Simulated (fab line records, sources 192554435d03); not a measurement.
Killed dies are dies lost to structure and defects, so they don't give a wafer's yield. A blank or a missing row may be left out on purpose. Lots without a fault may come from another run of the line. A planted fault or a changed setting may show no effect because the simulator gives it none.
fab line records | flow n5_finfet
record lots=9 wafers=27 last_day=17
route steps=1938 shown BEOL_M4@1111 BEOL_M9@1440 PASSIVATION@1936
lots that met no fault: from a run of the same line without faults
start_h: hours from the record's first day to the start of the lot's first wafer shown | wait_h: hours since the lot's step before | " the same as in the row above | L1.1+2: a row that stands for several wafers | - no value, or no start given | * or withheld: withheld | < > ~ a bound
route shown NAME@n: a module of which the file shows steps, and the number in the route of the first | usual: mean/standard deviation of fault-free wafers | same: alike in all rows | chamber/n: place in a boat | sites: the reading at each site | _std_site: their standard deviation | _edge_site: outer sites' mean less inner sites' | radius_mm: how far each site lies from the wafer's centre | mask NAME#n: copy n | behind: the tool/chamber that last shaped the wafer | hold: why the lot was held/for how many hours/how that ended | device: the transistor (n, p or np) that didn't switch | end of line: the same wafers' tests at the end of the route | a step without rows: its recipe alone | killed: dies lost to structure and defects at the first sort, not the wafer's yield | map: a wafer's dies, x killed, . not, _ none there
set.NAME: the setting as run; set.NAME@STEP: as run at that earlier step | model.NAME: the simulator's own value behind a step, which no gauge read
steps of the route over a sample of lots; a table a step, a row a wafer
services: from which hour (start_h, from the record's first day; less than 0 if before it) a tool's chamber was out of use, for how many hours, and why
## steps
# step N5_BEOL_M4_RC_MEAS_101
# usual DIBL_N=36.1/1.5 DIBL_P=36.1/1.9 IOFF_N=0.159/0.029 IOFF_P=0.21/0.038 ION_N=675/11 ION_P=464/8.1 SS_N=71.5/0.57 SS_P=73.3/0.64 VT_N=249/3.1 VT_P=-250/3.8
# columns lot.wafer tool chamber start_h wait_h DIBL_N[mV/V] DIBL_P[mV/V] IOFF_N[nA/um] IOFF_P[nA/um] ION_N[uA/um] ION_P[uA/um] SS_N[mV/dec] SS_P[mV/dec] VT_N[mV] VT_P[mV]
L699.1 prober-02 0 176.70 0.0 33.6 32.4 0.118 0.18 668 461 71.4 72.6 257 -248
L699.3 " 0 " " 35.6 35.8 0.147 0.22 680 471 72.0 73.4 251 -249
L699.4 " 0 " " 36.6 36.9 0.173 0.24 691 471 72.1 73.4 248 -249
L700.2 prober-01 0 177.54 0.2 37.8 37.3 0.161 0.24 666 464 71.8 73.8 249 -246
L700.4 " 0 " " 35.9 34.2 0.137 0.19 672 462 72.3 72.5 250 -249
L700.5 " 0 " " 36.7 36.4 0.148 0.22 654 454 71.5 73.3 253 -247
L701.1 prober-02 0 192.89 0.1 34.6 34.7 0.141 0.19 683 467 70.9 72.6 250 -252
L701.2 " 0 " " 36.3 36.2 0.157 0.21 676 466 72.1 73.3 249 -250
L701.4 " 0 " " 35.7 35.8 0.162 0.21 677 469 71.3 72.5 249 -249
L709.1 prober-01 0 245.48 0.0 33.0 32.4 0.104 0.15 660 446 70.9 72.5 255 -254
L709.3 " 0 " " 36.2 35.5 0.145 0.18 664 456 71.4 73.0 252 -253
L709.4 " 0 " " 33.8 33.0 0.109 0.15 668 453 71.1 72.2 256 -254
L711.3 prober-02 0 249.42 0.6 36.8 35.6 0.172 0.18 677 454 71.0 73.2 248 -253
L711.5 " 0 " " 36.2 35.5 0.175 0.20 692 470 70.5 73.2 247 -252
L711.6 " 0 " " 37.0 36.4 0.184 0.19 686 452 71.6 74.3 245 -254
L712.4 prober-01 0 255.48 0.5 34.6 33.0 0.133 0.17 675 462 70.8 72.3 248 -253
L712.5 " 0 " " 34.1 32.4 0.122 0.16 666 459 71.0 72.4 252 -255
L712.6 " 0 " " 37.3 36.1 0.177 0.21 684 467 71.5 74.1 248 -251
L714.1 prober-01 0 269.52 0.0 35.6 37.1 0.150 0.19 663 457 71.3 73.5 253 -254
L714.4 " 0 " " 36.9 37.5 0.166 0.19 676 460 72.4 73.6 248 -254
L714.5 " 0 " " 36.6 37.7 0.169 0.20 675 457 72.3 73.7 251 -254
L718.1 prober-02 0 300.63 0.0 35.6 36.6 0.159 0.20 674 456 71.3 72.6 247 -252
L718.5 " 0 " " 34.5 34.6 0.131 0.17 664 456 71.1 73.1 252 -255
L718.6 " 0 " " 34.9 36.2 0.147 0.19 671 456 71.0 73.5 249 -254
L719.1 prober-02 0 306.03 0.0 37.1 37.1 0.173 0.30 677 479 71.4 73.3 246 -241
L719.2 " 0 " " 37.5 37.7 0.192 0.32 689 481 72.1 73.7 247 -242
L719.6 " 0 " " 37.6 37.6 0.198 0.31 686 473 72.0 74.3 245 -244
# step N5_BEOL_M9_ETCH_66
# recipe chemistry=N2/H2 target=SOC target_depth_a=800 overetch_a=160 mask_material=SiARC temp_c=40 time_s=120 ion_energy_ev=200 pressure_mtorr=30 source_w=840 bias_w=150 n2_flow_sccm=200 h2_flow_sccm=200
# usual chamber_pressure_mTorr=30.000/0.027 drypump_motor_current_A=5.6/0.54 oes_product_au=0.63/0.078 rf_vpp_V=523.5/2.7 showerhead_plenum_p_Torr=2.53/0.096 throttle_valve_pct=17.7/0.34
# same time_s=120
# columns lot.wafer tool chamber start_h wait_h chamber_pressure_mTorr drypump_motor_current_A oes_product_au rf_hours_counter_h rf_vpp_V showerhead_plenum_p_Torr throttle_valve_pct
L700.2 rie_diel-04 2 218.09 0.0 30.011 6.3 0.53 229 524.0 2.51 18.2
L700.4 " 1 " " 29.979 5.0 0.55 178 520.5 2.42 17.8
L700.5 " 3 " " 30.023 6.1 0.59 - 521.0 2.44 17.8
L699.1 rie_diel-05 0 219.63 0.0 30.021 5.5 0.66 58 527.0 2.57 17.1
L699.3 " 2 " " 29.959 5.7 0.51 252 525.2 2.60 17.4
L699.4 " 2 " " 29.999 5.7 0.50 - 526.6 2.60 17.4
L701.1 rie_diel-05 0 230.01 0.0 30.032 5.5 0.66 62 524.1 2.56 17.1
L701.2 " 3 " " 29.965 5.0 0.72 9 522.1 2.49 17.1
L701.4 " 0 " " 29.990 5.5 0.65 - 526.6 2.56 17.1
L709.1 rie_diel-03 0 293.39 0.0 29.922 5.6 0.68 20 522.4 2.48 17.7
L709.3 " 3 " " 29.994 5.5 0.67 33 521.6 2.48 17.8
L709.4 " 1 " " 30.032 4.9 0.63 78 527.4 2.68 18.2
L711.3 rie_diel-03 2 299.67 0.0 29.947 6.6 0.57 190 526.3 2.61 17.7
L711.5 " 1 " " 29.947 4.9 0.63 - 528.6 2.68 18.2
L711.6 " 2 " " 29.958 6.6 0.56 - 526.6 2.61 17.6
L712.4 rie_diel-05 2 299.95 0.0 29.999 5.7 0.73 9 524.5 2.59 17.0
L712.5 " 2 " " 29.965 5.7 0.73 - 523.6 2.59 17.1
L712.6 " 3 " " 30.022 5.0 0.69 - 521.5 2.48 17.1
L714.1 rie_diel-03 1 325.80 0.0 29.998 4.9 0.62 86 527.2 2.68 18.2
L714.4 " 3 " " 30.024 5.5 0.66 43 522.5 2.48 17.8
L714.5 " 0 " " 29.981 5.7 0.68 - 522.7 2.48 17.7
L718.1 rie_diel-04 1 343.53 0.0 30.024 5.0 0.53 221 521.2 2.40 17.9
L718.5 " 0 " " 30.012 5.1 0.75 - 528.1 2.71 17.3
L718.6 " 1 " " 29.990 5.0 0.52 - 520.3 2.40 17.9
L719.1 rie_diel-05 0 350.06 0.0 30.029 5.5 0.63 100 524.3 2.55 17.2
L719.2 " 3 " " 30.026 5.0 0.68 46 523.8 2.47 17.2
L719.6 " 0 " " 30.018 5.5 0.63 - 523.0 2.55 17.2
# step N5_BEOL_M9_ALD_74
# recipe material=TaN target_thk_a=20 temp_c=275 ald_precursor_family=PDMAT ald_co_reactant=NH3 pressure_torr=3 carrier_flow_sccm=1500 pulse_time_s=2 purge_time_s=3 co_reactant_purge_time_s=2 co_reactant_pulse_time_s=3 ald_cycles=40 precursor_vessel_temp_c=75 precursor_vessel_pressure_torr=26.25 precursor_vessel_carrier_sccm=1000
# usual heater_power_w=439/44 susceptor_temp_C=274.98/0.19
# columns lot.wafer tool chamber start_h wait_h heater_power_w susceptor_temp_C
L700.2 ald_metal-02 2 219.29 0.1 453 274.98
L700.4 " 0 " " 433 275.17
L700.5 " 3 " " 422 274.69
L699.1 ald_metal-04 3 220.87 0.1 404 275.01
L699.3 " 2 " " 524 275.12
L699.4 " 3 " " 407 275.12
L701.1 ald_metal-04 1 231.58 0.0 376 274.83
L701.2 " 3 " " 403 275.04
L701.4 " 1 " " 381 275.09
L709.1 ald_metal-04 0 294.43 0.0 491 274.97
L709.3 " 1 " " 372 274.71
L709.4 " 3 " " 403 275.06
L711.3 ald_metal-02 0 301.00 0.0 441 275.13
L711.5 " 2 " " 445 275.19
L711.6 " 1 " " 434 274.95
L712.4 ald_metal-04 2 301.16 0.0 516 274.67
L712.5 " 0 " " 514 275.00
L712.6 " 1 " " 377 274.96
L714.1 ald_metal-02 2 327.16 0.0 461 274.67
L714.4 " 3 " " 427 274.62
L714.5 " 3 " " 425 274.98
L718.1 ald_metal-02 0 346.76 0.0 433 275.03
L718.5 " 1 " " 456 275.01
L718.6 " 0 " " 435 275.11
L719.1 ald_metal-02 2 352.36 0.3 454 275.08
L719.2 " 1 " " 447 275.06
L719.6 " 2 " " 465 274.83
# step N5_BEOL_M9_CVD_78
# recipe material=Co target_thk_a=20 temp_c=withheld precursor=CCTBA/H2 pressure_torr=30 time_s=138.9
# usual chamber_pressure_Torr=30.00/0.068 run_length_s=161.7/0.57 time_s=138.9/0
# columns lot.wafer tool chamber start_h wait_h chamber_pressure_Torr run_length_s time_s
L700.2 cvd_co-02 1 219.63 0.0 30.04 161.5 138.9
L700.4 " 2 " " 30.02 161.7 138.9
L700.5 " 0 " " 29.99 161.3 138.9
L699.1 cvd_co-01 0 221.57 0.1 30.07 162.6 138.9
L699.3 " 2 " " 30.07 161.7 138.9
L699.4 " 1 " " 30.04 162.2 138.9
L701.1 cvd_co-02 2 231.92 0.0 29.96 162.0 138.9
L701.2 " 1 " " 29.97 162.2 138.9
L701.4 " 2 " " 29.92 161.5 138.9
L709.1 cvd_co-02 0 294.85 0.1 30.04 160.8 138.9
L709.3 " 2 " " 30.08 161.1 138.9
L709.4 " 2 " " 29.99 161.6 138.9
L711.3 cvd_co-01 0 301.44 0.0 30.08 162.5 138.9
L711.5 " 0 " " 30.04 162.8 138.9
L711.6 " 2 " " 30.02 162.0 138.9
L712.4 cvd_co-01 2 301.59 0.1 29.98 161.7 138.9
L712.5 " 0 " " 30.14 162.5 138.9
L712.6 " 1 " " 29.92 161.9 138.9
L714.1 cvd_co-02 2 327.78 0.3 - - -
L714.4 " 2 " " - - -
L714.5 " 1 " " - - -
L718.1 cvd_co-02 2 347.12 0.0 - - -
L718.5 " 0 " " - - -
L718.6 " 2 " " - - -
L719.1 cvd_co-01 2 353.05 0.0 - - -
L719.2 " 0 " " - - -
L719.6 " 1 " " - - -
# step N5_BEOL_M9_SPUTTER_48
# recipe material=Cu target_thk_a=120 temp_c=-20 bias_v=60 power_w=26000 chamber_pressure_pa=0.13 time_s=2
# usual susceptor_temp_C=-19.99/0.11 throttle_valve_pct=29.8/1.2
# same time_s=2
# columns lot.wafer tool chamber start_h wait_h susceptor_temp_C throttle_valve_pct
L700.2 pvd_sputter-03 - 219.83 0.2 -20.02 29.0
L700.4 " - " " -20.03 29.3
L700.5 " - " " -19.90 31.2
L699.1 pvd_sputter-03 - 221.93 0.3 -19.86 29.7
L699.3 " - " " -20.09 31.1
L699.4 " - " " -20.16 32.0
L701.1 pvd_sputter-01 - 232.03 0.1 -19.96 27.5
L701.2 " - " " -19.92 29.4
L701.4 " - " " -20.00 30.3
L709.1 pvd_sputter-03 - 294.97 0.1 -20.18 29.3
L709.3 " - " " -20.15 31.4
L709.4 " - " " -20.10 31.7
L711.3 pvd_sputter-01 - 301.57 0.1 -19.88 28.1
L711.5 " - " " -19.98 28.1
L711.6 " - " " -20.11 29.2
L712.4 pvd_sputter-03 - 301.72 0.1 -19.93 29.6
L712.5 " - " " -19.94 31.3
L712.6 " - " " -19.80 29.2
L714.1 pvd_sputter-03 - 331.78 4.0 -19.88 31.9
L714.4 " - " " -19.95 30.8
L714.5 " - " " -20.01 29.6
L718.1 pvd_sputter-03 - 347.33 0.2 -19.81 29.6
L718.5 " - " " -19.91 29.4
L718.6 " - " " -19.73 29.4
L719.1 pvd_sputter-03 - 353.21 0.1 -20.02 30.9
L719.2 " - " " -20.09 31.6
L719.6 " - " " -19.84 31.8
# step N5_BEOL_M9_CMP_52
# recipe stop_on=SiCOH_lowk t_overpolish_s=7 down_force_psi=1 platen_rpm=50 clearing_platen_down_force_psi=1.5 clearing_platen_rpm=50 post_cmp_clean=cu_alkaline target_thk_nm=140 clearing_platen_pad_velocity_m_s=0.99484 pad_velocity_m_s=0.99484
# usual barrier_field_endpoint_s=29.0/0.75 clearing_platen_down_force_psi=1.500/0.0031 motor_current_A=5.9/0.84 platen_rpm=50.008/0.03
# columns lot.wafer tool chamber start_h wait_h barrier_field_endpoint_s clearing_platen_down_force_psi motor_current_A platen_rpm
L700.2 cmp-01 3 220.58 0.2 28.8 1.502 5.7 49.993
L700.4 " 2 " " 28.3 1.503 8.5 50.027
L700.5 " 0 " " 29.9 1.500 6.2 50.030
L699.1 cmp-01 0 222.59 0.3 29.3 1.498 6.2 50.027
L699.3 " 1 " " 27.9 1.499 5.9 49.970
L699.4 " 2 " " 28.8 1.498 8.6 49.981
L701.4 cmp-04 2 232.60 0.2 28.0 1.497 6.1 49.980
L701.1 " 3 " " 28.6 1.499 5.1 50.053
L701.2 " 0 " " 27.1 1.502 5.8 49.989
L709.4 cmp-01 1 295.54 0.1 28.3 1.498 5.5 50.007
L709.3 " 2 " " 29.2 1.501 8.6 50.003
L709.1 " 3 " " 29.1 1.492 5.4 49.967
L711.3 cmp-01 1 302.37 0.3 27.7 1.495 5.5 50.008
L711.5 " 2 " " 29.5 1.499 7.9 49.995
L711.6 " 3 " " 29.5 1.497 5.5 50.046
L712.4 cmp-01 3 302.57 0.2 29.1 1.500 5.0 49.974
L712.5 " 2 " " 28.8 1.500 8.7 50.027
L712.6 " 3 " " 29.8 1.503 5.2 50.009
L714.1 cmp-04 3 332.63 0.4 27.2 1.502 5.4 49.970
L714.4 " 1 " " 27.3 1.503 6.1 50.014
L714.5 " 2 " " 27.1 1.497 6.2 49.978
L718.1 cmp-01 1 347.94 0.3 26.2 1.496 5.8 49.941
L718.6 " 3 " " 26.3 1.507 5.5 49.996
L718.5 " 0 " " 27.9 1.499 6.2 50.045
L719.1 cmp-03 3 353.78 0.3 27.0 1.496 5.2 50.033
L719.2 " 0 " " 25.9 1.495 6.1 49.988
L719.6 " 3 " " 27.3 1.494 5.0 50.007
# step N5_PASSIVATION_PROBE_49
# usual defect_limited_yield=91.5/1.6 killed_at_M0_to_M3=33/10 killed_at_M4_up=13/5.6 killed_at_contacts=13/6 killed_at_front_end=39/12 killed_at_other=3.0/2.8 killed_dies=101/19 killed_on_rim=13/4 killed_open=65/13 killed_short=32/8.3 sort_bin_5_function=5.0/1 sort_bin_6_memory=3.1/0.69 sort_bin_8_speed=0/0 sort_n_pass=1079/19 sort_yield_pct=91.5/1.6
# same gross_dies=1180 killed_at_back_side=0 sort_bin_4_leakage[%]=0
# columns lot.wafer tool chamber start_h wait_h defect_limited_yield[%] killed_at_M0_to_M3 killed_at_M4_up killed_at_contacts killed_at_front_end killed_at_other killed_dies killed_on_rim killed_open killed_short sort_bin_5_function[%] sort_bin_6_memory[%] sort_bin_8_speed[%] sort_n_pass sort_yield_pct[%]
L700.2 prober-01 - 270.50 0.2 91.1 32 12 17 37 7 105 18 74 25 4.9 3.5 0 1075 91.1
L700.4 prober-01 - 270.60 0.3 92.9 30 7 13 23 11 84 13 55 27 3.6 3.2 0 1096 92.9
L700.5 prober-01 - 270.65 0.3 92.8 21 12 9 37 6 85 11 58 22 4.2 2.6 0 1095 92.8
L699.1 prober-02 - 278.39 0.0 93.2 29 11 6 33 1 80 8 43 30 4.0 2.0 0 1100 93.2
L699.3 prober-02 - 278.49 0.1 91.7 36 16 8 38 0 98 14 72 25 5.0 3.1 0 1082 91.7
L699.4 prober-02 - 278.54 0.2 91.8 36 16 6 38 1 97 15 68 28 4.9 3.1 0 1083 91.8
L701.1 prober-02 - 286.85 0.0 90.8 54 8 7 36 3 108 18 62 43 4.6 4.3 0 1072 90.8
L701.2 prober-02 - 286.90 0.1 87.6 60 18 13 47 8 146 21 81 60 6.9 4.4 0 1034 87.6
L701.4 prober-02 - 287.00 0.2 88.9 40 32 14 40 5 131 19 81 46 6.2 4.1 0 1049 88.9
L709.1 prober-01 - 346.82 0.0 91.7 36 12 4 46 0 98 12 62 35 5.3 2.4 0 1082 91.7
L709.3 prober-01 - 346.92 0.1 91.7 37 10 11 40 0 98 12 58 40 4.1 3.7 0 1082 91.7
L709.4 prober-01 - 346.97 0.2 91.9 40 9 17 28 1 95 10 62 31 5.5 2.2 0 1085 91.9
L711.3 prober-01 - 355.55 0.1 91.7 27 16 18 37 0 98 10 70 28 5.0 3.1 0 1082 91.7
L711.5 prober-01 - 355.65 0.2 92.5 34 14 12 28 0 88 17 52 34 3.9 3.2 0 1092 92.5
L711.6 prober-01 - 355.70 0.3 92.7 28 10 16 30 2 86 16 58 26 5.1 1.9 0 1094 92.7
L712.4 prober-02 - 360.16 0.2 92.7 26 12 16 25 7 86 5 56 29 3.9 3.1 0 1094 92.7
L712.5 prober-02 - 360.21 0.2 91.1 35 7 10 49 4 105 11 61 43 4.7 3.8 0 1075 91.1
L712.6 prober-02 - 360.26 0.3 91.2 43 9 9 37 6 104 9 71 32 5.3 3.1 0 1076 91.2
L714.1 prober-02 - 389.49 0.0 21.2 13 886 13 18 0 930 150 38 11 69.1 9.7 0 250 21.2
L714.4 prober-02 - 389.64 0.2 18.7 27 895 7 29 1 959 148 46 21 66.5 14.2 0 221 18.7
L714.5 prober-02 - 389.69 0.2 20.4 10 885 17 25 2 939 107 40 18 68.1 11.4 0 241 20.4
L718.1 prober-01 - 397.93 0.0 19.4 28 853 14 53 3 951 149 69 30 67.1 12.7 0 229 19.4
L718.5 prober-01 - 398.13 0.2 17.8 28 865 20 54 3 970 85 65 32 70.3 10.7 0 210 17.8
L718.6 prober-01 - 398.18 0.3 17.8 26 887 18 35 4 970 151 56 36 68.2 13.7 0 210 17.8
L719.1 prober-02 - 414.82 0.0 20.6 23 869 8 31 6 937 130 43 29 67.9 11.1 0 243 20.6
L719.2 prober-02 - 414.87 0.1 17.3 31 902 4 32 7 976 151 57 26 70.8 11.4 0.08 204 17.3
L719.6 prober-02 - 415.07 0.3 19.5 29 890 5 25 1 950 82 45 32 67.7 12.6 0 230 19.5
# killed by level:class
L700.2 FIN_SAQP:geometric_particle:open=16 MOL_CONTACT_COAG:geometric_particle:open=13 FIN_SAQP:geometric_particle:short=10 BEOL_M2:geometric_particle:open=9 BEOL_M1:geometric_particle:open=6 DUMMY_GATE:geometric_particle:open=5 BEOL_M3:geometric_particle:open=5 MOL_CONTACT_COAG:geometric_particle:short=4
L700.4 MOL_CONTACT_COAG:geometric_particle:open=9 FIN_SAQP:geometric_particle:open=6 BEOL_M3:geometric_particle:open=6 BEOL_M0_SAQP:geometric_particle:open=5 BEOL_M3:geometric_particle:short=5 PASS1_DEP:geometric_particle:open=5 BEOL_M1:geometric_particle:open=4 BEOL_M5:geometric_particle:open=4
L700.5 FIN_SAQP:geometric_particle:open=12 BEOL_M3:geometric_particle:open=10 MOL_CONTACT_COAG:geometric_particle:open=8 FIN_SAQP:geometric_particle:short=5 BEOL_M2:geometric_particle:open=5 DUMMY_GATE:geometric_particle:open=4 STARTING-WAFER:geometric_particle:open=3 STI_FIN_REVEAL:geometric_particle:short=2
L699.1 BEOL_M0_SAQP:geometric_particle:short=9 BEOL_M1:geometric_particle:open=6 HKMG_FIN:area_etch=6 BEOL_M4:geometric_particle:short=5 DUMMY_GATE:geometric_particle:open=4 ILD0:geometric_particle:short=4 MOL_CONTACT_COAG:geometric_particle:open=4 BEOL_M0_SAQP:geometric_particle:open=4
L699.3 BEOL_M0_SAQP:geometric_particle:open=10 STI_FIN_REVEAL:geometric_particle:open=9 MOL_CONTACT_COAG:geometric_particle:open=7 BEOL_M0_SAQP:geometric_particle:short=7 DUMMY_GATE:geometric_particle:open=6 BEOL_M1:geometric_particle:open=6 BEOL_M3:geometric_particle:open=6 GATE_CUT:geometric_particle:short=5
L699.4 STI_FIN_REVEAL:geometric_particle:open=11 BEOL_M2:geometric_particle:open=9 BEOL_M0_SAQP:geometric_particle:open=7 FIN_SAQP:geometric_particle:open=6 BEOL_M4:geometric_particle:open=6 BEOL_M1:geometric_particle:open=5 MOL_CONTACT_COAG:geometric_particle:open=5 BEOL_M2:geometric_particle:short=5
L701.1 BEOL_M0_SAQP:geometric_particle:open=17 BEOL_M0_SAQP:geometric_particle:short=15 BEOL_M1:geometric_particle:open=7 STARTING-WAFER:geometric_particle:open=6 BEOL_M2:geometric_particle:open=6 STI_FIN_REVEAL:geometric_particle:open=4 DUMMY_GATE:geometric_particle:open=4 MOL_CONTACT_COAG:geometric_particle:open=4
L701.2 BEOL_M0_SAQP:geometric_particle:open=20 BEOL_M0_SAQP:geometric_particle:short=17 FIN_SAQP:geometric_particle:short=10 MOL_CONTACT_COAG:geometric_particle:open=9 STI_FIN_REVEAL:geometric_particle:open=8 FIN_SAQP:geometric_particle:open=6 BEOL_M1:geometric_particle:open=6 BEOL_M2:geometric_particle:short=5
L701.4 BEOL_M4:geometric_particle:open=15 BEOL_M2:geometric_particle:open=13 BEOL_M0_SAQP:geometric_particle:short=11 MOL_CONTACT_COAG:geometric_particle:open=9 BEOL_M0_SAQP:geometric_particle:open=7 STI_FIN_REVEAL:geometric_particle:open=6 MOL_CONTACT_COAG:geometric_particle:short=5 BEOL_M4:geometric_particle:short=5
L709.1 FIN_SAQP:geometric_particle:open=18 BEOL_M0_SAQP:geometric_particle:open=9 FIN_SAQP:geometric_particle:short=8 BEOL_M2:geometric_particle:open=8 BEOL_M0_SAQP:geometric_particle:short=8 DUMMY_GATE:geometric_particle:open=6 BEOL_M4:geometric_particle:short=5 BEOL_M1:geometric_particle:open=5
L709.3 FIN_SAQP:geometric_particle:short=12 MOL_CONTACT_COAG:geometric_particle:open=10 BEOL_M0_SAQP:geometric_particle:short=9 BEOL_M1:geometric_particle:open=8 FIN_SAQP:geometric_particle:open=7 BEOL_M0_SAQP:geometric_particle:open=7 GATE_CUT:geometric_particle:short=6 BEOL_M2:geometric_particle:open=5
L709.4 MOL_CONTACT_COAG:geometric_particle:open=14 BEOL_M0_SAQP:geometric_particle:short=12 BEOL_M0_SAQP:geometric_particle:open=7 BEOL_M2:geometric_particle:open=7 DUMMY_GATE:geometric_particle:open=6 GATE_CUT:geometric_particle:open=6 BEOL_M3:geometric_particle:open=6 BEOL_M4:geometric_particle:short=4
L711.3 FIN_SAQP:geometric_particle:open=17 MOL_CONTACT_COAG:geometric_particle:open=11 BEOL_M0_SAQP:geometric_particle:short=8 BEOL_M3:geometric_particle:open=8 MOL_CONTACT_COAG:geometric_particle:short=7 STI_FIN_REVEAL:geometric_particle:open=5 BEOL_M0_SAQP:geometric_particle:open=5 DUMMY_GATE:geometric_particle:open=4
L711.5 BEOL_M3:geometric_particle:open=12 MOL_CONTACT_COAG:geometric_particle:open=9 BEOL_M0_SAQP:geometric_particle:short=8 BEOL_M4:geometric_particle:open=6 FIN_SAQP:geometric_particle:open=4 FIN_SAQP:geometric_particle:short=4 BEOL_M1:geometric_particle:open=4 BEOL_M3:geometric_particle:short=4
L711.6 MOL_CONTACT_COAG:geometric_particle:open=13 BEOL_M0_SAQP:geometric_particle:open=7 DUMMY_GATE:geometric_particle:open=6 BEOL_M0_SAQP:geometric_particle:short=6 FIN_SAQP:geometric_particle:short=4 FIN_SAQP:geometric_particle:open=4 BEOL_M1:geometric_particle:open=4 BEOL_M3:geometric_particle:open=4
L712.4 MOL_CONTACT_COAG:geometric_particle:open=14 BEOL_M0_SAQP:geometric_particle:open=7 BEOL_M0_SAQP:geometric_particle:short=6 BEOL_M1:geometric_particle:open=5 DUMMY_GATE:geometric_particle:open=4 BEOL_M3:geometric_particle:open=4 FIN_SAQP:geometric_particle:short=3 GATE_CUT:geometric_particle:short=3
L712.5 DUMMY_GATE:geometric_particle:open=12 BEOL_M0_SAQP:geometric_particle:short=10 BEOL_M2:geometric_particle:open=7 DUMMY_GATE:geometric_particle:short=6 MOL_CONTACT_COAG:geometric_particle:open=6 ILD0:geometric_particle:short=5 BEOL_M0_SAQP:geometric_particle:open=5 BEOL_M3:geometric_particle:open=5
L712.6 BEOL_M0_SAQP:geometric_particle:open=11 BEOL_M3:geometric_particle:open=11 BEOL_M0_SAQP:geometric_particle:short=9 MOL_CONTACT_COAG:geometric_particle:open=7 BEOL_M2:geometric_particle:open=6 STI_FIN_REVEAL:geometric_particle:open=5 DUMMY_GATE:geometric_particle:open=5 GATE_CUT:geometric_particle:short=5
L714.1 BEOL_M9:area_cvd=570 BEOL_M9:interface_void_opened=308 MOL_CONTACT_COAG:geometric_particle:open=12 BEOL_M3:geometric_particle:open=6 STI_FIN_REVEAL:geometric_particle:open=5 STARTING-WAFER:geometric_particle:open=4 GATE_CUT:geometric_particle:open=3 BEOL_M2:geometric_particle:open=2
L714.4 BEOL_M9:area_cvd=542 BEOL_M9:interface_void_opened=344 STI_FIN_REVEAL:geometric_particle:open=9 BEOL_M3:geometric_particle:open=7 BEOL_M1:geometric_particle:open=6 MOL_CONTACT_COAG:geometric_particle:open=4 HKMG_FIN:area_etch=4 GATE_CUT:geometric_particle:short=3
L714.5 BEOL_M9:area_cvd=557 BEOL_M9:interface_void_opened=323 MOL_CONTACT_COAG:geometric_particle:open=14 BEOL_M3:geometric_particle:open=6 STARTING-WAFER:geometric_particle:short=5 STI_FIN_REVEAL:geometric_particle:open=4 DUMMY_GATE:geometric_particle:open=3 MOL_CONTACT_COAG:geometric_particle:short=3
L718.1 BEOL_M9:area_cvd=507 BEOL_M9:interface_void_opened=335 STI_FIN_REVEAL:geometric_particle:open=17 MOL_CONTACT_COAG:geometric_particle:open=11 FIN_SAQP:geometric_particle:open=10 BEOL_M0_SAQP:geometric_particle:short=9 BEOL_M0_SAQP:geometric_particle:open=9 HKMG_FIN:area_etch=7
L718.5 BEOL_M9:area_cvd=518 BEOL_M9:interface_void_opened=341 MOL_CONTACT_COAG:geometric_particle:open=16 STI_FIN_REVEAL:geometric_particle:open=13 BEOL_M0_SAQP:geometric_particle:open=13 HKMG_FIN:area_etch=11 GATE_CUT:geometric_particle:short=10 FIN_SAQP:geometric_particle:short=6
L718.6 BEOL_M9:area_cvd=531 BEOL_M9:interface_void_opened=342 MOL_CONTACT_COAG:geometric_particle:open=12 STI_FIN_REVEAL:geometric_particle:open=8 BEOL_M0_SAQP:geometric_particle:short=7 MOL_CONTACT_COAG:geometric_particle:short=6 BEOL_M0_SAQP:geometric_particle:open=6 FIN_SAQP:geometric_particle:open=5
L719.1 BEOL_M9:area_cvd=532 BEOL_M9:interface_void_opened=327 STI_FIN_REVEAL:geometric_particle:open=10 BEOL_M3:geometric_particle:open=5 FIN_SAQP:geometric_particle:short=4 STI_FIN_REVEAL:geometric_particle:short=4 MOL_CONTACT_COAG:geometric_particle:open=4 BEOL_M0_SAQP:geometric_particle:short=4
L719.2 BEOL_M9:area_cvd=543 BEOL_M9:interface_void_opened=347 DUMMY_GATE:geometric_particle:open=8 FIN_SAQP:geometric_particle:short=6 STI_FIN_REVEAL:geometric_particle:open=6 BEOL_M0:geometric_particle:open=5 BEOL_M4:geometric_particle:open=5 BEOL_M2:geometric_particle:open=4
L719.6 BEOL_M9:area_cvd=509 BEOL_M9:interface_void_opened=364 BEOL_M0_SAQP:geometric_particle:open=10 BEOL_M0_SAQP:geometric_particle:short=8 STI_FIN_REVEAL:geometric_particle:open=7 FIN_SAQP:geometric_particle:short=6 MOL_CONTACT_COAG:geometric_particle:open=5 BEOL_M5:geometric_particle:short=5
## services
# columns tool chamber start_h hours kind
cmp-01 - 202.18 2.4 repair
cmp-04 - 203.12 2.8 repair
ald_metal-04 0 209.91 37.6 repair
rie_diel-05 1 212.43 - clean
rie_diel-05 1 212.43 - consumable_replace:focus_ring
rie_diel-05 1 212.43 - consumable_replace:showerhead
cmp-01 - 230.19 4.0 pm
cmp-04 - 245.69 4.0 pm
ald_metal-02 - 268.64 1.9 repair
ald_metal-04 - 285.36 1.2 repair
ald_metal-04 2 290.58 8.0 repair
ald_metal-02 1 290.69 7.6 repair
cmp-04 - 299.37 0.3 repair
cmp-03 - 326.15 2.9 repair
pvd_sputter-03 - 328.74 2.3 repair
cmp-03 - 331.98 1.0 repair
cvd_co-02 1 333.84 - clean
cvd_co-02 1 333.84 22.0 scheduled_down
cvd_co-02 1 333.84 22.0 vent_cycle
cvd_co-01 1 334.55 6.0 repair
cmp-03 - 336.65 0.8 repair
rie_diel-03 1 342.20 1.8 repair
ald_metal-04 3 343.97 1.9 repair
cmp-04 - 345.28 1.9 repair
## key
first_sign step=N5_BEOL_M9_CVD_78 reading=tool_record direction=missing
effect step=N5_BEOL_M9_CMP_52 reading=barrier_field_endpoint_s direction=down sigmas=2.7 usual=29.0 struck=26.9
effect step=N5_PASSIVATION_PROBE_49 reading=killed_at_M4_up direction=up sigmas=99+ usual=13 struck=881
more_kills_born_at N5_BEOL_M9_CVD_78@cvd_co-02=3225 N5_BEOL_M9_CVD_78@cvd_co-01=1584
met_at N5_BEOL_M9_CVD_78
struck_lots L714,L718,L719
later_rows_left_out L714.1,L714.4,L714.5,L718.1,L718.5,L718.6,L719.1,L719.2,L719.6
not_acting_at N5_BEOL_M9_ETCH_66,N5_BEOL_M9_ALD_74,N5_BEOL_M9_SPUTTER_48
onset_between 301.59 327.78
fault kind=skipped_step_whole tool=cvd_co-01,cvd_co-02 chamber=- onset_h=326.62 steps=N5_BEOL_M9_CVD_78 scope=struck_lots_only
# later_rows_left_out: the simulator's readings of these wafers behind a module that went badly wrong aren't trusted and aren't shown, but for the sort
